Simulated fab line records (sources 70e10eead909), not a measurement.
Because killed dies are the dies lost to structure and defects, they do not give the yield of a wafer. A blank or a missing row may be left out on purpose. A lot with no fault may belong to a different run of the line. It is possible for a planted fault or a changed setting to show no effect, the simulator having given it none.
fab line records	flow nand_harc	part 1 of 2: steps 1 to 4 of 6
record lots=22	wafers=66	last_day=25
route steps=1159 shown A_CHANNEL_HOLE_D1@478 A_CHANNEL_FILL_D1@492 A_STAIRCASE@531
lots untouched by any fault: they come from a run of this same line in which no faults occurred
start_h: the number of hours between the record's first day and the start of the first shown wafer of the lot	wait_h: how many hours have passed since the lot's step before this one	" unchanged from the row above	L1.1+2: a single row standing in for several wafers	- no value, or no start given	* or withheld: withheld	< > ~ a bound
route shown NAME@n: a module of which the file shows steps, and the number in the route of the first	usual: mean and standard deviation over wafers with no fault	same: alike in all rows	chamber/n: place in a boat	sites: readings site by site	_std_site: how widely they spread, as a standard deviation	_edge_site: the outer-site mean with the inner-site mean subtracted	radius_mm: how far each site lies from the wafer's centre	mask NAME#n: copy n	behind: the most recent tool/chamber to have shaped the wafer	hold: why the lot went on hold/how many hours it stayed there/how the hold came to an end	device: the transistor (n, p or np) that didn't switch	end of line: tests of these same wafers at the route's end	a step with no rows: only its recipe	killed: the dies lost at the first sort to structure and to defects; this is not the yield of the wafer	map: dies across one wafer; x = killed, . = not, _ = none there
set.NAME: the setting that was run; set.NAME@STEP: the one run at that earlier step	model.NAME: the simulator's own value behind a step, which no gauge read
the route's steps for a sample of lots (tables are steps, rows are wafers)
services: from which hour (start_h, from the record's first day; less than 0 if before it) a tool's chamber was out of use, for how many hours, and why
## steps
# step NHARC_A_CHANNEL_HOLE_D1_ETCH_26
# recipe bias_v=300	source_w=2000	pressure_mtorr=30	time_s=224.1	ar_flow_sccm=375	c4f8_flow_sccm=11.4	o2_flow_sccm=113.6	temp_c=-20	target_depth_a=3000	chemistry=C4F8/O2/Ar
# usual drypump_motor_current_A=5.8/0.51	showerhead_plenum_p_Torr=3.78/0.067	throttle_valve_pct=24.583/0.0093
lot.wafer	tool	chamber	start_h	wait_h	drypump_motor_current_A	rf_hours_counter_h	showerhead_plenum_p_Torr	throttle_valve_pct
L074.4	har_etch-01	0	184.49	0.5	5.7	-	3.88	24.567
L074.3	"	1	"	"	5.1	-	3.81	24.587
L074.5	"	0	"	"	5.7	-	3.88	24.592
L076.2	har_etch-02	1	191.04	0.7	6.6	106	3.69	24.572
L076.3	"	1	"	"	6.6	-	3.69	24.584
L076.6	"	0	"	"	5.7	-	3.78	24.589
L075.2	har_etch-01	0	191.22	0.6	5.7	196	3.87	24.582
L075.4	"	0	"	"	5.7	-	3.87	24.582
L075.5	"	1	"	"	5.2	-	3.81	24.599
L079.1	har_etch-02	1	198.51	0.7	6.6	111	3.69	24.594
L079.4	"	1	"	"	6.6	-	3.69	24.579
L079.5	"	1	"	"	6.6	-	3.69	24.578
L077.1	har_etch-01	0	199.36	0.6	5.7	201	3.87	24.579
L077.4	"	0	"	"	5.8	-	3.87	24.591
L077.5	"	0	"	"	5.7	-	3.87	24.596
L078.1	har_etch-02	0	204.51	0.6	5.7	117	3.77	24.576
L078.3	"	1	"	"	6.6	-	3.69	24.575
L078.4	"	0	"	"	5.7	-	3.77	24.593
L080.2	har_etch-01	1	212.89	0.6	5.1	207	3.80	24.572
L080.6	"	0	"	"	5.7	-	3.87	24.563
L080.5	"	1	"	"	5.1	-	3.80	24.584
L081.2	har_etch-01	0	223.01	0.7	5.7	210	3.87	24.587
L081.4	"	1	"	"	5.2	-	3.80	24.587
L081.6	"	1	"	"	5.2	-	3.80	24.595
L082.1	har_etch-01	0	234.08	0.7	5.7	216	3.86	24.588
L082.2	"	1	"	"	5.2	216	3.80	24.596
L082.6	"	1	"	"	5.1	-	3.80	24.590
L084.1	har_etch-02	0	235.97	0.6	5.7	127	3.77	24.595
L084.4	"	1	"	"	6.6	-	3.68	24.587
L084.3	"	0	"	"	5.7	-	3.77	24.585
L083.3	har_etch-01	0	238.31	0.5	5.7	-	3.86	24.575
L083.4	"	1	"	"	5.1	-	3.79	24.580
L083.5	"	1	"	"	5.1	-	3.79	24.572
L086.2	har_etch-02	1	253.70	0.6	6.6	134	3.68	24.591
L086.3	"	0	"	"	5.8	-	3.76	24.575
L086.5	"	1	"	"	6.6	-	3.68	24.580
L087.2	har_etch-02	0	257.82	0.7	5.7	137	3.76	24.586
L087.4	"	0	"	"	5.7	-	3.76	24.579
L087.5	"	0	"	"	5.7	-	3.76	24.587
L085.2	har_etch-02	1	265.90	0.7	6.6	141	3.67	24.585
L085.1	"	0	"	"	5.7	141	3.76	24.589
L085.3	"	1	"	"	6.6	-	3.67	24.589
L089.3	har_etch-01	1	270.92	0.4	5.1	-	3.79	24.577
L089.5	"	0	"	"	5.7	-	3.85	24.581
L089.6	"	1	"	"	5.2	-	3.79	24.587
L091.3	har_etch-01	1	277.20	0.5	5.1	-	3.78	24.584
L091.4	"	0	"	"	5.7	-	3.85	24.593
L091.5	"	0	"	"	5.7	-	3.85	24.574
L092.3	har_etch-01	0	290.90	0.5	5.7	-	3.85	24.605
L092.6	"	0	"	"	5.7	-	3.85	24.580
L092.5	"	1	"	"	5.1	-	3.78	24.578
L093.1	har_etch-02	1	291.01	0.7	6.6	154	3.67	24.582
L093.3	"	0	"	"	5.7	-	3.75	24.569
L093.5	"	1	"	"	6.6	-	3.67	24.592
L094.1	har_etch-01	0	298.28	0.7	5.7	248	3.84	24.580
L094.3	"	0	"	"	5.7	-	3.84	24.559
L094.6	"	0	"	"	5.7	-	3.84	24.585
L097.1	har_etch-02	0	314.06	0.7	5.7	159	3.75	24.563
L097.2	"	1	"	"	6.6	159	3.66	24.592
L097.6	"	1	"	"	6.6	-	3.66	24.592
L095.1	har_etch-02	0	319.96	0.6	5.7	164	3.74	24.595
L095.3	"	0	"	"	5.7	-	3.74	24.580
L095.5	"	1	"	"	6.6	-	3.66	24.572
L096.2	har_etch-01	1	325.81	0.7	5.1	4	3.77	24.576
L096.4	"	0	"	"	5.7	-	3.84	24.569
L096.5	"	1	"	"	5.1	-	3.77	24.590
# step NHARC_A_CHANNEL_HOLE_D1_ETCH_44
# recipe target_depth_a=1400	overetch_a=140	time_s=77	ion_energy_ev=100	cf4_flow_sccm=80	o2_flow_sccm=20	ar_flow_sccm=0	rf_w=300	bias_w=100	chemistry=CF4/O2
# usual drypump_motor_current_A=5.6/0.4	oes_product_au=0.999/0.008	rf_vpp_V=198.2/1.5	showerhead_plenum_p_Torr=1.35/0.064	throttle_valve_pct=13.397/0.0095
lot.wafer	tool	chamber	start_h	wait_h	drypump_motor_current_A	oes_product_au	rf_hours_counter_h	rf_vpp_V	showerhead_plenum_p_Torr	throttle_valve_pct
L074.4	rie_diel-11	1	185.37	0.1	4.8	0.994	9	198.9	1.42	13.397
L074.3	"	0	"	"	5.4	1.002	10	196.3	1.27	13.394
L074.5	"	1	"	"	4.8	0.983	-	197.6	1.42	13.401
L076.3	rie_diel-02	2	192.04	0.1	5.5	0.998	2	199.2	1.42	13.403
L076.2	"	0	"	"	5.7	1.011	2	198.8	1.36	13.393
L076.6	"	2	"	"	5.5	0.996	-	198.7	1.42	13.413
L075.4	rie_diel-02	0	192.46	0.4	5.7	1.004	2	198.8	1.36	13.397
L075.2	"	1	"	"	6.3	0.998	2	196.9	1.24	13.388
L075.5	"	3	"	"	5.8	1.013	-	198.5	1.41	13.413
L079.4	rie_diel-11	1	199.45	0.1	4.7	0.994	0	198.5	1.42	13.415
L079.1	"	2	"	"	5.9	1.000	0	198.3	1.38	13.400
L079.5	"	2	"	"	5.9	1.001	-	198.7	1.38	13.405
L077.4	rie_diel-11	2	200.28	0.1	5.9	1.006	0	200.7	1.38	13.393
L077.1	"	0	"	"	5.5	1.026	0	197.2	1.27	13.392
L077.5	"	1	"	"	4.8	1.006	-	200.3	1.42	13.387
L078.1	rie_diel-11	2	205.42	0.0	5.9	1.007	0	199.4	1.38	13.394
L078.3	"	0	"	"	5.5	1.010	0	193.9	1.27	13.399
L078.4	"	1	"	"	4.8	0.997	0	199.9	1.42	13.387
L080.2	rie_diel-02	2	213.82	0.1	5.5	0.993	4	199.2	1.42	13.391
L080.6	"	0	"	"	5.7	1.001	-	199.7	1.36	13.406
L080.5	"	1	"	"	6.2	0.997	-	197.6	1.24	13.404
L081.4	rie_diel-13	1	223.95	0.1	5.9	0.989	9	197.7	1.34	13.384
L081.2	"	0	"	"	5.2	0.986	10	199.5	1.43	13.391
L081.6	"	1	"	"	5.9	0.989	-	198.3	1.34	13.401
L082.2	rie_diel-02	3	235.02	0.0	5.8	0.999	6	199.1	1.41	13.396
L082.1	"	1	"	"	6.3	1.000	5	197.2	1.24	13.385
L082.6	"	0	"	"	5.7	1.000	-	197.6	1.36	13.383
L084.4	rie_diel-11	0	236.89	0.1	5.4	0.996	2	196.9	1.27	13.395
L084.3	"	2	"	"	5.9	1.002	3	197.6	1.38	13.403
L084.1	"	3	"	"	5.4	1.000	2	197.6	1.30	13.411
L083.4	rie_diel-02	2	239.19	0.1	5.5	0.997	6	198.4	1.42	13.400
L083.3	"	3	"	"	5.8	0.993	6	198.8	1.41	13.408
L083.5	"	3	"	"	5.8	1.007	-	199.0	1.41	13.405
L086.2	rie_diel-02	0	254.62	0.1	5.7	0.993	6	196.4	1.36	13.405
L086.3	"	1	"	"	6.2	0.999	6	197.0	1.24	13.397
L086.5	"	1	"	"	6.3	0.991	-	197.7	1.24	13.413
L087.2	rie_diel-02	1	258.78	0.1	6.2	0.996	7	196.2	1.24	13.389
L087.4	"	2	"	"	5.5	0.999	7	200.5	1.42	13.394
L087.5	"	1	"	"	6.2	1.004	-	196.9	1.24	13.396
L085.2	rie_diel-02	2	266.85	0.1	5.5	1.008	8	199.1	1.42	13.405
L085.3	"	0	"	"	5.7	1.005	7	198.5	1.36	13.390
L085.1	"	1	"	"	6.3	1.005	8	196.7	1.24	13.393
L089.3	rie_diel-13	1	271.77	0.1	5.9	0.983	12	198.0	1.34	13.410
L089.5	"	0	"	"	5.2	0.987	-	198.6	1.43	13.405
L089.6	"	1	"	"	5.9	0.989	-	198.1	1.34	13.394
L091.3	rie_diel-11	1	278.09	0.1	4.8	0.997	5	199.7	1.41	13.396
L091.4	"	2	"	"	5.9	0.993	6	200.2	1.38	13.399
L091.5	"	1	"	"	4.8	1.003	-	199.2	1.42	13.389
L092.3	rie_diel-13	1	291.77	0.1	5.9	0.989	0	198.5	1.34	13.412
L092.5	"	1	"	"	5.9	0.996	-	197.4	1.34	13.384
L092.6	"	2	"	"	5.2	0.991	-	196.9	1.27	13.406
L093.3	rie_diel-11	0	291.97	0.1	5.4	1.002	5	196.7	1.27	13.409
L093.1	"	1	"	"	4.8	0.994	6	199.0	1.41	13.401
L093.5	"	3	"	"	5.4	1.003	-	196.8	1.30	13.376
L094.1	rie_diel-02	3	299.24	0.1	5.8	0.997	9	199.8	1.41	13.400
L094.3	"	0	"	"	5.7	0.995	9	198.3	1.36	13.398
L094.6	"	3	"	"	5.8	1.005	-	199.7	1.41	13.408
L097.1	rie_diel-11	2	315.00	0.1	5.9	1.005	8	198.7	1.38	13.402
L097.2	"	3	"	"	5.4	1.015	7	197.6	1.30	13.395
L097.6	"	2	"	"	5.9	0.993	-	197.6	1.38	13.407
L095.3	rie_diel-02	2	320.87	0.1	5.5	0.999	12	199.4	1.42	13.392
L095.1	"	3	"	"	5.8	1.000	11	197.9	1.41	13.399
L095.5	"	2	"	"	5.5	0.995	-	199.7	1.42	13.405
L096.4	rie_diel-02	1	326.76	0.0	6.2	0.997	13	194.9	1.24	13.390
L096.2	"	3	"	"	5.8	1.007	11	199.8	1.41	13.388
L096.5	"	1	"	"	6.2	0.998	-	195.3	1.24	13.390
# step NHARC_A_CHANNEL_FILL_D1_ALD_02
# recipe target_thk_a=60	pulse_time_s=10	ald_cycles=60	temp_c=300	material=SiO2
# usual heater_power_outer_w=265/20	heater_power_w=482/37	precursor_pulse_height_rel=1.002/0.02
lot.wafer	tool	chamber	start_h	wait_h	heater_power_outer_w	heater_power_w	precursor_pulse_height_rel
L074.4	ald_hk-04	1	186.56	-	235	433	0.992
L074.3	"	2	"	"	245	455	1.032
L074.5	"	1	"	"	235	433	1.000
L076.2	ald_hk-02	1	193.34	-	276	494	0.989
L076.3	"	2	"	"	245	452	0.999
L076.6	"	3	"	"	285	544	0.989
L075.2	ald_hk-02	2	193.77	-	247	451	0.973
L075.4	"	3	"	"	285	562	1.018
L075.5	"	0	"	"	287	528	1.008
L079.1	ald_hk-02	1	200.64	-	274	507	1.024
L079.4	"	2	"	"	250	444	1.000
L079.5	"	1	"	"	279	484	1.015
L077.1	ald_hk-03	0	201.52	-	270	483	0.979
L077.4	"	2	"	"	277	473	1.018
L077.5	"	0	"	"	273	490	0.967
L078.4	ald_hk-04	2	206.67	-	254	455	0.973
L078.1	"	3	"	"	235	441	1.025
L078.3	"	0	"	"	251	467	1.037
L080.2	ald_hk-03	3	215.32	-	269	494	0.997
L080.5	"	3	"	"	275	503	1.020
L080.6	"	0	"	"	269	500	0.970
L081.2	ald_hk-04	0	225.27	-	249	466	0.975
L081.4	"	1	"	"	238	432	1.027
L081.6	"	3	"	"	238	435	1.014
L082.1	ald_hk-03	2	236.36	-	285	463	1.031
L082.2	"	3	"	"	281	524	0.992
L082.6	"	1	"	"	295	552	1.007
L084.4	ald_hk-04	0	238.54	-	250	462	1.002
L084.1	"	1	"	"	244	439	1.001
L084.3	"	2	"	"	262	459	0.965
L083.4	ald_hk-04	1	240.47	-	234	439	0.983
L083.3	"	2	"	"	260	452	1.010
L083.5	"	1	"	"	236	432	1.009
L086.3	ald_hk-04	3	255.80	-	240	433	1.016
L086.2	"	1	"	"	233	445	0.978
L086.5	"	3	"	"	237	438	1.002
L087.2	ald_hk-03	2	260.08	-	283	475	1.029
L087.4	"	0	"	"	266	503	1.003
L087.5	"	1	"	"	293	540	0.978
L085.1	ald_hk-03	0	268.19	-	267	483	1.035
L085.3	"	1	"	"	293	539	0.973
L085.2	"	2	"	"	289	473	1.001
L089.3	ald_hk-04	1	273.09	-	238	452	0.977
L089.6	"	3	"	"	233	444	0.987
L089.5	"	0	"	"	247	463	1.050
L091.4	ald_hk-02	0	279.25	-	296	534	1.000
L091.3	"	2	"	"	246	452	0.969
L091.5	"	0	"	"	291	528	1.000
L092.3	ald_hk-03	3	293.23	0.3	269	508	1.010
L092.6	"	0	"	"	274	482	1.008
L092.5	"	1	"	"	295	548	0.989
L093.3	ald_hk-03	0	293.52	-	275	493	0.985
L093.1	"	2	"	"	279	480	1.022
L093.5	"	0	"	"	271	507	1.009
L094.1	ald_hk-03	3	301.30	-	278	518	0.965
L094.3	"	2	"	"	282	466	1.011
L094.6	"	3	"	"	278	521	1.028
L097.2	ald_hk-04	0	316.25	-	249	468	1.000
L097.1	"	1	"	"	235	448	0.988
L097.6	"	3	"	"	239	441	1.004
L095.1	ald_hk-04	0	322.20	-	249	465	0.976
L095.3	"	1	"	"	237	436	1.005
L095.5	"	3	"	"	242	440	1.016
L096.2	ald_hk-03	3	327.95	-	269	513	0.979
L096.4	"	1	"	"	306	543	0.970
L096.5	"	0	"	"	264	491	1.035
# step NHARC_A_CHANNEL_FILL_D1_STRIP_29
# recipe time_s=20	o2_flow_sccm=500	ar_flow_sccm=0	bias_w=0	chemistry=O2
# usual drypump_motor_current_A=6.0/0.35	oes_product_au=0.999/0.012	rf_vpp_V=57.7/0.89	showerhead_plenum_p_Torr=3.53/0.14	throttle_valve_pct=17.036/0.0091
lot.wafer	tool	chamber	start_h	wait_h	drypump_motor_current_A	oes_product_au	rf_hours_counter_h	rf_vpp_V	showerhead_plenum_p_Torr	throttle_valve_pct
L074.3	rie_diel-10	1	228.51	0.1	5.8	0.990	1	58.4	3.80	17.031
L074.4	"	2	"	"	6.0	0.996	-	56.8	3.36	17.033
L074.5	"	1	"	"	5.8	0.988	-	59.1	3.80	17.025
L075.4	rie_diel-10	0	-	-	6.1	1.015	1	57.0	3.55	17.051
L075.2	"	2	"	"	6.0	1.001	1	56.7	3.36	17.029
L075.5	"	0	"	"	6.1	1.014	-	57.9	3.55	17.036
L076.2	rie_diel-09	3	-	-	6.3	1.016	6	57.9	3.50	17.026
L076.3	"	1	"	"	5.5	0.990	5	59.4	3.46	17.052
L076.6	"	2	"	"	5.5	1.001	-	58.0	3.42	17.046
L079.1	rie_diel-10	3	-	-	6.2	1.012	1	59.4	3.53	17.036
L079.4	"	1	"	"	5.8	0.990	1	57.8	3.80	17.030
L079.5	"	3	"	"	6.2	1.021	-	56.8	3.53	17.031
L077.1	rie_diel-09	1	-	-	5.5	0.978	6	56.4	3.46	17.027
L077.4	"	2	"	"	5.5	1.001	6	57.3	3.42	17.041
L077.5	"	0	"	"	6.3	0.986	-	59.2	3.71	17.052
L078.4	rie_diel-10	3	-	-	6.2	1.003	1	56.3	3.53	17.040
L078.1	"	0	"	"	6.1	1.013	1	58.7	3.55	17.029
L078.3	"	1	"	"	5.7	0.999	1	58.3	3.80	17.039
L080.2	rie_diel-08	3	-	-	6.2	1.000	24	56.9	3.38	17.029
L080.6	"	1	"	"	6.2	0.988	-	57.1	3.46	17.042
L080.5	"	2	"	"	4.9	0.987	-	57.5	3.73	17.035
L081.4	rie_diel-10	2	-	-	6.0	0.994	2	56.4	3.36	17.022
L081.2	"	3	"	"	6.2	1.006	2	57.9	3.53	17.042
L081.6	"	2	"	"	6.0	1.007	-	57.5	3.36	17.022
L084.4	rie_diel-10	2	-	-	6.1	0.987	2	58.3	3.36	17.053
L084.1	"	3	"	"	6.2	1.007	2	57.7	3.53	17.030
L084.3	"	0	"	"	6.1	1.008	2	56.8	3.55	17.020
L082.2	rie_diel-09	2	-	-	5.5	0.998	0	56.5	3.42	17.037
L082.1	"	1	"	"	5.5	0.977	0	56.8	3.46	17.034
L082.6	"	3	"	"	6.3	1.003	-	57.4	3.50	17.059
L083.3	rie_diel-10	1	-	-	5.7	1.005	2	57.9	3.80	17.038
L083.4	"	2	"	"	6.1	0.999	2	58.1	3.36	17.039
L083.5	"	0	"	"	6.2	1.016	-	56.5	3.55	17.029
L086.3	rie_diel-09	2	297.93	0.2	5.5	1.004	2	57.5	3.42	17.032
L086.2	"	1	"	"	5.4	0.994	2	57.0	3.46	17.042
L086.5	"	1	"	"	5.5	0.990	-	58.1	3.46	17.038
L087.2	rie_diel-09	0	302.90	0.2	6.4	0.974	1	58.4	3.71	17.046
L087.5	"	0	"	"	6.4	0.984	-	58.7	3.70	17.037
L087.4	"	1	"	"	5.4	0.983	-	58.6	3.46	17.033
L085.2	rie_diel-09	0	309.91	0.2	6.3	0.992	1	58.6	3.71	17.024
L085.3	"	1	"	"	5.4	0.984	2	57.2	3.46	17.032
L085.1	"	2	"	"	5.5	1.002	2	57.3	3.42	17.017
L089.3	rie_diel-09	0	316.91	0.1	6.3	0.990	1	56.7	3.71	17.036
L089.5	"	2	"	"	5.5	1.006	-	57.4	3.42	17.035
L089.6	"	1	"	"	5.4	0.975	-	57.3	3.46	17.039
L091.4	rie_diel-09	2	-	-	5.5	0.996	3	56.8	3.42	17.052
L091.3	"	0	"	"	6.3	0.997	2	57.7	3.70	17.037
L091.5	"	3	"	"	6.3	1.016	-	58.4	3.50	17.034
L093.3	rie_diel-10	2	-	-	6.0	0.990	4	58.4	3.36	17.047
L093.1	"	0	"	"	6.1	1.010	4	58.6	3.55	17.047
L093.5	"	3	"	"	6.2	1.017	-	58.3	3.53	17.026
L092.3	rie_diel-09	0	-	-	6.3	0.992	2	57.2	3.70	17.044
L092.5	"	2	"	"	5.5	1.002	-	58.4	3.42	17.047
L092.6	"	3	"	"	6.3	1.023	-	57.4	3.50	17.039
L094.1	rie_diel-10	3	-	-	6.2	1.019	4	58.4	3.53	17.031
L094.3	"	1	"	"	5.8	0.998	4	57.3	3.80	17.034
L094.6	"	3	"	"	6.2	1.011	-	57.1	3.53	17.017
L097.1	rie_diel-08	0	357.91	0.1	6.3	1.015	8	58.6	3.41	17.028
L097.2	"	1	"	"	6.1	0.982	11	56.6	3.45	17.044
L097.6	"	0	"	"	6.3	1.015	-	57.0	3.41	17.026
L095.1	rie_diel-10	0	-	-	6.1	1.002	0	59.5	3.55	17.022
L095.3	"	3	"	"	6.2	1.005	0	55.9	3.53	17.033
L095.5	"	1	"	"	5.7	0.998	-	57.7	3.80	17.037
L096.4	rie_diel-10	0	-	-	6.1	0.991	0	57.1	3.55	17.050
L096.2	"	2	"	"	6.0	0.973	0	57.5	3.36	17.031
L096.5	"	0	"	"	6.1	0.995	-	57.7	3.55	17.057
